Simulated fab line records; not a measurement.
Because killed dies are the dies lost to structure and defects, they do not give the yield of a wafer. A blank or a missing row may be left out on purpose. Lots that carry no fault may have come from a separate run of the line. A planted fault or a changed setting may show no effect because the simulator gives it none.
A struck lot beside a sound one    flow n5 finfet    16 out of 1938 route steps
Sound: these wafers, L730.3, L730.4, L730.5. Struck: wafers L729.3, L729.5. (L729.4 of the same lot was not struck and is left out.) The cause comes at the end.
Order at every step that has rows: each side's tool, ch and its chambers, its first start. Under that, the readings that differ: sound wafers    struck wafers    difference of the means    sigmas: that difference in standard deviations of wafers without a fault.
alike: a reading whose means differ by less than 2 such deviations, as well as words and numbers matching on both sides. not compared: withheld readings; readings where some wafer has no value; bounds like >300 that might hide an equal value; numbers whose values overlap and for which the record gives no deviation.
The two part at a step that has a row with sigmas, a row that says differs or no value, or rows on one side only. When numbers do not overlap yet have no deviation, they are printed without sigmas and do not part them. Lack of a reading on every wafer of one side parts them only where that side has two or more wafers.

first, 7 steps without rows for these wafers: N5_MOL_CONTACT_COAG_COAT_77 (time 60 s, resist thk 10 nm); N5_MOL_CONTACT_COAG_COAT_78 (resist thk 40 nm); N5_MOL_CONTACT_COAG_EBR_80; N5_MOL_CONTACT_COAG_SOFTBAKE_79 (time 60 s); N5_MOL_CONTACT_COAG_EXPOSE_81 (exposes mask VG, defocus 0 nm); N5_MOL_CONTACT_COAG_PEB_82 (peb time 60 s); N5_MOL_CONTACT_COAG_DEVELOP_83 (develop time 30 s).
N5_MOL_CONTACT_COAG_CD_MEAS_84: target cd 25.1 nm.
  sound on cd sem-02 ch 0, day 8 04:10; struck on cd sem-02 ch 0, day 7 18:47
  alike: cd nm
N5_MOL_CONTACT_COAG_OVL_MEAS_85:
  sound on overlay-01 ch 0, day 8 04:13; struck on overlay-01 ch 0, day 7 18:50
  alike: VG_OVL
N5_MOL_CONTACT_COAG_INSPECT_57: inspects for defects (brightfield).
  sound on defect inspect-01, day 8 04:16; struck on defect inspect-02, day 7 18:53
  alike: raw defect count
N5_MOL_CONTACT_COAG_DESCUM_88: chemistry O2, time 7 s.
  sound on rie diel-04 ch 0,1,3, day 8 04:17; struck on rie diel-06 ch 2, day 7 18:55
reading                      sound           struck     difference  sigmas
drypump motor current A (A)  5.4 5.3 5.3     6.4 6.4    +1.1        +3
oes product au (a.u.)        0.73 0.67 0.73  0.95 0.95  +0.24       +3
  alike: o2 flow sccm, rf vpp V, showerhead plenum p Torr, throttle valve pct
  not compared: rf hours counter h
N5_MOL_CONTACT_COAG_ETCH_89: etches underlayer in N2/H2, target depth 13 nm, time 10.4 s.
  sound on rie diel-04 ch 0,1,3, day 8 04:20; struck on rie diel-06 ch 2, day 7 18:56
reading                      sound              struck       difference  sigmas
drypump motor current A (A)  5.4 5.4 5.4        6.4 6.4      +1.0        +2
oes product au (a.u.)        0.61 0.60 0.62     0.84 0.84    +0.23       +3
throttle valve pct (%)       18.24 18.13 18.01  17.44 17.45  -0.68       -3
  alike: etch rf on time s, h2 flow sccm, rf fwd power W, rf vpp V, showerhead plenum p Torr
  not compared: rf hours counter h
N5_MOL_CONTACT_COAG_ETCH_90: etches SiARC in CF4, target depth 13 nm, time 21.7 s.
  sound on rie diel-04 ch 0,1,3, day 8 04:21; struck on rie diel-06 ch 2, day 7 18:58
reading                      sound              struck       difference  sigmas
drypump motor current A (A)  5.4 5.3 5.4        6.4 6.4      +1.0        +3
etch rf on time s (s)        21.9 21.9 20.9     36.4 36.5    +14.9       +23
rf fwd power W (W)           530.8 530.6 531.8  538.8 538.2  +7.4        +4
throttle valve pct (%)       15.75 15.98 15.95  15.25 15.25  -0.64       -3
  alike: oes product au, rf vpp V, showerhead plenum p Torr
  not compared: rf hours counter h
N5_MOL_CONTACT_COAG_ALD_131: deposits SiO2, target thk 5 nm, pulse time 1 s, co reactant pulse time 1 s.
  sound on ald sin-04 ch 1,3, day 8 04:26; struck on ald sin-03 ch 0,2, day 7 19:02
  alike: heater power w, precursor pulse height rel
  not compared: since wet clean h
-- a jump in the record: the struck wafers' starts before and after are 4 days apart (it breaks off in module MOL_CONTACT_COAG and resumes in module BEOL_M4, where the first step shown is number 1111 of the route) --
N5_BEOL_M4_RC_MEAS_101:
  sound on prober-02 ch 0, day 11 16:35; struck on prober-01 ch 0, day 11 16:10
  alike: DIBL_N, DIBL_P, IOFF_N, IOFF_P, ION_N, ION_P, SS_N, SS_P, VT_N, VT_P
-- here the record skips 5 days between the struck wafers' starts before and after, leaving off in module BEOL_M4 and picking up in module PASSIVATION (first step shown: number 1936 of the route) --
N5_PASSIVATION_PROBE_49:
  sound on prober-01, day 16 07:46; struck on prober-02, day 16 06:03
  alike: defect limited yield, killed_at_M0_to_M3, killed_at_M4_up, killed at contacts, killed at front end, killed at other, killed dies, killed open, killed short, sort_bin_5_function, sort_bin_6_memory, sort n pass, sort yield pct

## WHERE THEY PART
Earliest at N5_MOL_CONTACT_COAG_DESCUM_88; latest, in this record, at N5_MOL_CONTACT_COAG_ETCH_90. Later steps at which nothing parts them and some readings are alike: N5_MOL_CONTACT_COAG_ALD_131, N5_BEOL_M4_RC_MEAS_101, N5_PASSIVATION_PROBE_49.

WHY: what the simulator had put in
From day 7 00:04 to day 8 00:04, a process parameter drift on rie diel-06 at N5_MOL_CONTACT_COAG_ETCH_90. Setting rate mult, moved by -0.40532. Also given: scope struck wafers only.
